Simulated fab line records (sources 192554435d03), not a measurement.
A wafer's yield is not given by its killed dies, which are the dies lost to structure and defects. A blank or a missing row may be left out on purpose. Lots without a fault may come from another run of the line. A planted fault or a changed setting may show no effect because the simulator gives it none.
Struck lot and sound lot, side by side || flow n5 finfet || 26 out of 1938 route steps
Sound: these wafers, L478.2, L478.5, L478.6. The struck wafers were L485.2, L485.4, L485.6. The cause comes at the end.
For every step that has rows: the tool of each side, followed by ch and its chambers, followed by its first start. Under that, the readings that differ: sound wafers || struck wafers || difference of the means || sigmas: that difference in standard deviations of wafers without a fault.
alike: readings whose means differ by less than 2 such deviations, and words and numbers that are the same on both sides. not compared: withheld readings, readings that some wafer has no value for, bounds like >300 that may hide the same value, and numbers for which the record gives no deviation and whose values overlap.
Wherever a step has rows on one side only, a row that says differs or no value, or a row with sigmas, the two part there. Numbers that have no deviation but don't overlap get no sigmas and don't part them. A reading that every wafer of one side lacks parts them only if that side has two wafers or more.

first, 1 step without rows for these wafers: N5_BEOL_M5_PRE_CLEAN_77 (time 15 s).
N5_BEOL_M5_CO_CAP_78: material Co, precursor CCTBA/H2, target thk 2 nm, time 102.1 s.
  sound on cvd co-02 ch 1,2, day 9 22:42; struck on cvd co-02 ch 0,2, day 12 00:38
  alike: heater power w
then, 1 step without rows for these wafers: N5_BEOL_M5_PRE_CLEAN_55 (time 15 s).
N5_BEOL_M5_DEP_56: deposits SiCN from 3MS/NH3, target thk 8 nm, time 14 s.
  sound on pecvd-02 ch 0,1, day 9 22:50; struck on pecvd-02 ch 0,1, day 12 00:46
  alike: showerhead plenum p Torr, throttle valve pct
N5_BEOL_M5_RS_MEAS_57: measurement is done with a four-point probe.
  sound: film metro-01 at day 9 22:53; struck: film metro-02 at day 12 00:49
  alike: M5_RS
N5_BEOL_M5_INSPECT_58: inspects for defects (darkfield).
  sound: defect inspect-01 at day 9 22:55; struck: defect inspect-01 at day 12 00:51
  alike: raw defect count
then, 1 step without rows for these wafers: N5_BEOL_M6_ILD_DEP_00 (deposits SiCOH lowk from DEMS/porogen, target thk 179.75 nm, time 33.4 s).
N5_BEOL_M6_CURE_74: cures SiCOH lowk, time 240 s.
  sound on uv cure-03 ch 1, day 9 23:06; struck on uv cure-01 ch 0, day 12 01:08
  alike: lamp power pct, wafer_temp_C_max
N5_BEOL_M6_THK_MEAS_01:
  sound: film metro-02 at day 9 23:32; struck: film metro-02 at day 12 01:58
  alike: M6_ILD_THK
N5_BEOL_M6_PECVD_70: deposits SiO2 from TEOS/O2, target thk 20 nm, time 22.7 s.
  sound on pecvd-04 ch 0,2, day 9 23:34; struck on pecvd-04 ch 0,1,2, day 12 02:00
  alike: heater power w, showerhead plenum p Torr, throttle valve pct
N5_BEOL_M6_HM_DEP_02: deposits TiN, target thk 20 nm.
  sound: pvd sputter-01 at day 10 00:15; struck: pvd sputter-02 at day 12 02:24
  alike: throttle valve pct
then, 1 step without rows for these wafers: N5_BEOL_M6_COAT_59 (time 60 s, resist thk 100 nm).
N5_BEOL_M6_COAT_60: time 60 s, resist thk 35 nm.
  sound on litho track-01 ch 0, day 10 00:23; struck on litho track-05 ch 0, day 12 02:31
{"reading": "spin speed rpm (rpm)", "sound": "1501.0 1499.3 1500.2", "struck": "1668.3 1669.2 1669.6", "difference": "+168.9", "sigmas": "+99 or more"}
{"reading": "model.SiARC_of_BEOL_M6_COAT_60.thk nm (nm)", "sound": "35 34.8 34.8", "struck": "33.2 33.4 33.2", "difference": -1.6, "sigmas": ""}
  alike: heater power total W
then, 6 steps without rows for these wafers: N5_BEOL_M6_COAT_05 (resist thk 90 nm); N5_BEOL_M6_EBR_07; N5_BEOL_M6_SOFTBAKE_06 (time 60 s); N5_BEOL_M6_EXPOSE_08 (exposes mask M6); N5_BEOL_M6_PEB_09 (peb time 60 s); N5_BEOL_M6_DEVELOP_10 (develop time 30 s).
N5_BEOL_M6_CD_MEAS_11: target cd 38.5 nm.
  sound on cd sem-02 ch 0, day 10 00:45; struck on cd sem-02 ch 0, day 12 02:46
  alike: cd nm
N5_BEOL_M6_OVL_MEAS_12:
  sound on overlay-01 ch 0, day 10 00:47; struck on overlay-02 ch 0, day 12 02:48
  alike: M6_OVL
N5_BEOL_M6_INSPECT_13: inspects for defects (brightfield).
  sound: defect inspect-01 at day 10 00:48; struck: defect inspect-02 at day 12 02:49
  alike: raw defect count
then, 1 step without rows for these wafers: N5_BEOL_M6_DESCUM_16 (chemistry O2, time 7.9 s).
N5_BEOL_M6_ETCH_61: etches SiARC in CF4, target depth 45.5 nm, time 75.8 s.
  sound on rie diel-04 ch 0,2,3, day 10 00:52; struck on rie diel-01 ch 0,1,2, day 12 03:14
{"reading": "model.etch.depth nm (nm)", "sound": "34.9 34.8 34.83", "struck": "33.22 33.3 33.16", "difference": -1.62, "sigmas": ""}
{"reading": "model.CAR-ArF_of_BEOL_M6_COAT_05.thk nm (nm)", "sound": "51.2 51.2 51", "struck": "52.2 52 52.4", "difference": "+1.1", "sigmas": ""}
  alike: chamber pressure mTorr, drypump motor current A, etch rf on time s, oes product au, rf vpp V, showerhead plenum p Torr, throttle valve pct
  not compared: rf hours counter h
N5_BEOL_M6_ETCH_62: etches SOC in N2/H2, target depth 110 nm, overetch 22 nm, time 165 s.
  sound on rie diel-04 ch 0,2,3, day 10 00:55; struck on rie diel-01 ch 0,1,2, day 12 03:17
{"reading": "model.SiARC_of_BEOL_M6_COAT_60.thk nm (nm)", "sound": "28.4 27.8 28.4", "struck": "26.8 26.4 26.8", "difference": -1.5, "sigmas": ""}
  alike: chamber pressure mTorr, drypump motor current A, oes product au, rf vpp V, showerhead plenum p Torr, throttle valve pct
  not compared: rf hours counter h
then, 1 step without rows for these wafers: N5_BEOL_M6_STRIP_68 (strips in N2/H2).

## WHERE THEY PART
At N5_BEOL_M6_COAT_60 and nowhere else, as far as this record goes. Later steps at which nothing parts them and some readings are alike: N5_BEOL_M6_CD_MEAS_11, N5_BEOL_M6_OVL_MEAS_12, N5_BEOL_M6_INSPECT_13, N5_BEOL_M6_ETCH_61, N5_BEOL_M6_ETCH_62.

WHY: the cause the simulator had injected
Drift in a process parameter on litho track-05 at N5_BEOL_M6_COAT_60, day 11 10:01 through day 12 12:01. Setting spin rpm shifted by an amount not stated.
